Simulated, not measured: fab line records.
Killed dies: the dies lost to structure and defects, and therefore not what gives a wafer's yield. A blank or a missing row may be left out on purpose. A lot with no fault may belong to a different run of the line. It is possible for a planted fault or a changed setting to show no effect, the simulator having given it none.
Struck lot and sound lot, side by side	flow nand-harc	29 out of 1159 route steps
Sound: the wafers L470.2, L470.4, L470.6. Struck: wafer L460.2 (L460.4, L460.5, from the same lot, were not struck and are left out); the cause is given at the end.
At each step with rows: each side's tool, then ch and its chambers, then its first start. Under that, the readings that differ: sound wafers	struck wafers	difference of the means	sigmas: that difference in standard deviations of wafers without a fault.
alike: readings whose means differ by less than 2 such deviations, and words and numbers that are the same on both sides. not compared: withheld readings, readings that some wafer has no value for, bounds like >300 that may hide the same value, and numbers for which the record gives no deviation and whose values overlap.
Wherever a step has rows on one side only, a row that says differs or no value, or a row with sigmas, the two part there. Numbers that don't overlap but have no deviation are shown without sigmas and don't part them. Lack of a reading on every wafer of one side parts them only where that side has two or more wafers.

NHARC_A_CHANNEL_HOLE_D1_CD_MEAS_10: target cd 100 nm.
  sound on cd-sem-02 ch 0, day 12 01:32; struck on cd-sem-03 ch 0, day 9 10:19
  alike: cd-nm
NHARC_A_CHANNEL_HOLE_D1_OVL_MEAS_11:
  sound: overlay-01 at day 12 01:37; struck: overlay-02 at day 9 10:25
  alike: overlay-x-nm, overlay-y-nm
NHARC_A_CHANNEL_HOLE_D1_INSPECT_12:
  sound: defect-inspect-02 at day 12 01:40; struck: defect-inspect-01 at day 9 10:27
  alike: raw-defect-count
NHARC_A_CHANNEL_HOLE_D1_DESCUM_15: chemistry O2, time 3 s.
  sound on rie-diel-11 ch 0,1,2, day 12 01:44; struck on rie-diel-09 ch 0, day 9 10:31
reading	sound	struck	difference	sigmas
drypump-motor-current-A (A)	5.4 4.9 5.1	6.3	+1.2	+3
  alike: chamber-pressure-mTorr, oes-product-au, rf-vpp-V, showerhead-plenum-p-Torr, throttle-valve-pct
  not compared: rf-hours-counter-h
then, 2 steps without rows for these wafers: NHARC_A_CHANNEL_HOLE_D1_ETCH_38 (etches the open film in CF4, target depth 39 nm, time 65 s); NHARC_A_CHANNEL_HOLE_D1_ETCH_39 (etches the open film in N2/H2, target depth 260 nm, time 325 s).
NHARC_A_CHANNEL_HOLE_D1_ETCH_34: etches the open film in CF4/CHF3, target depth 154 nm, time 77 s.
  sound: rie-diel-11 ch 0,2,3; struck: rie-diel-09 ch 0
  alike: chamber-pressure-mTorr, drypump-motor-current-A, oes-product-au, rf-vpp-V, showerhead-plenum-p-Torr, throttle-valve-pct
  not compared: rf-hours-counter-h
then, 1 step without rows for these wafers: NHARC_A_CHANNEL_HOLE_D1_ETCH_16 (etches the open film in O2/COS, target depth 3100 nm, time 806 s).
NHARC_A_CHANNEL_HOLE_D1_CD_MEAS_18:
  sound: cd-sem-02 at day 12 02:50; struck: cd-sem-03 at day 9 11:37
  alike: cd-nm
then, 1 step without rows for these wafers: NHARC_A_CHANNEL_HOLE_D1_ETCH_19 (etches the open film in C4F8/O2/Ar, time 34.5 s).
NHARC_A_CHANNEL_HOLE_D1_ETCH_20: etches the open film in C4F8/O2/Ar, time 361.9 s, target depth 1600 nm.
  sound on har-etch-01 ch 0,1, day 12 03:04; struck on har-etch-02 ch 1, day 9 11:48
  alike: chamber-pressure-mTorr, drypump-motor-current-A, showerhead-plenum-p-Torr, throttle-valve-pct
  not compared: rf-hours-counter-h
then, 1 step without rows for these wafers: NHARC_A_CHANNEL_HOLE_D1_ETCH_21 (etches the open film in C4F8/O2/Ar, time 514.3 s, target depth 1600 nm).
NHARC_A_CHANNEL_HOLE_D1_ETCH_22: etches the open film in C4F8/O2/Ar, time 666.7 s, target depth 1600 nm.
  sound on har-etch-01 ch 0,1, day 12 03:52; struck on har-etch-02 ch 1, day 9 12:34
  alike: chamber-pressure-mTorr, drypump-motor-current-A, showerhead-plenum-p-Torr, throttle-valve-pct
  not compared: rf-hours-counter-h
then, 4 steps without rows for these wafers: NHARC_A_CHANNEL_HOLE_D1_ETCH_23 (etches the open film in C4F8/O2/Ar, time 819 s, target depth 1600 nm); NHARC_A_CHANNEL_HOLE_D1_ETCH_24 (etches the open film in C4F8/O2/Ar, time 906.2 s, target depth 1500 nm); NHARC_A_CHANNEL_HOLE_D1_ETCH_25 (etches the open film in C4F8/O2/Ar, time 1040.2 s, target depth 1500 nm); NHARC_A_CHANNEL_HOLE_D1_ETCH_26 (etches the open film in C4F8/O2/Ar, time 224.1 s, target depth 300 nm).
NHARC_A_CHANNEL_HOLE_D1_ETCH_33: etches the open film in C4F8/O2/Ar, time 90 s, target depth 400 nm.
  sound on har-etch-01 ch 0,1, day 12 06:55; struck on har-etch-02 ch 1, day 9 15:40
  alike: bias-v, chamber-pressure-mTorr, drypump-motor-current-A, showerhead-plenum-p-Torr, throttle-valve-pct
  not compared: rf-hours-counter-h
then, 3 steps without rows for these wafers: NHARC_A_CHANNEL_HOLE_D1_STRIP_41 (strips in N2/H2); NHARC_A_CHANNEL_HOLE_D1_STRIP_42 (strips in CF4/CHF3); NHARC_A_CHANNEL_HOLE_D1_STRIP_43 (strips in O2/COS).
NHARC_A_CHANNEL_HOLE_D1_ETCH_44: etches the open film in CF4/O2, target depth 140 nm, overetch 14 nm, time 77 s.
  sound on rie-diel-13 ch 1,3, day 12 07:38; struck on rie-diel-13 ch 2, day 9 16:26
reading	sound	struck	difference	sigmas
chamber-pressure-mTorr (mTorr)	29.985 29.991 29.966	29.902	-0.079	-3
oes-product-au (a.u.)	1.002 0.989 1.007	0.973	-0.026	-2
showerhead-plenum-p-Torr (Torr)	1.26 1.33 1.26	1.43	+0.15	+2
  alike: drypump-motor-current-A, rf-vpp-V, throttle-valve-pct
  not compared: rf-hours-counter-h
then, 3 steps without rows for these wafers: NHARC_A_CHANNEL_HOLE_D1_STRIP_27 (strips in O2); NHARC_A_CHANNEL_HOLE_D1_PRECLEAN_28 (cleans in SC1); NHARC_A_CHANNEL_HOLE_D1_SRD_29.
NHARC_A_CHANNEL_HOLE_D1_CD_MEAS_30:
  sound: cd-sem-01 at day 12 08:26; struck: cd-sem-03 at day 9 17:13
  alike: cd-nm
NHARC_A_CHANNEL_HOLE_D1_XSEM_31:
  sound on xsem-02 ch 0, day 12 08:32; struck on xsem-02 ch 0
  alike: bot-cd-nm, tilt-deg
  not compared: bow-nm
NHARC_A_CHANNEL_HOLE_D1_INSPECT_40:
  sound: defect-inspect-01 at day 12 08:37; struck: defect-inspect-02 at day 9 23:44
  alike: raw-defect-count
-- break in the record here, with 11 days between the starts of the struck wafers on either side (left off in module A_CHANNEL_HOLE_D1, picked up again in module END, where the first step shown is number 1159 on the route) --
NHARC_END_SORT_01:
  the record has rows for the struck wafers here (prober-02 ch 0, day 20 12:30) and none for the sound ones

## WHERE THEY PART
First at NHARC_A_CHANNEL_HOLE_D1_DESCUM_15; last, within this record, at NHARC_END_SORT_01.

WHY: the cause the simulator had injected
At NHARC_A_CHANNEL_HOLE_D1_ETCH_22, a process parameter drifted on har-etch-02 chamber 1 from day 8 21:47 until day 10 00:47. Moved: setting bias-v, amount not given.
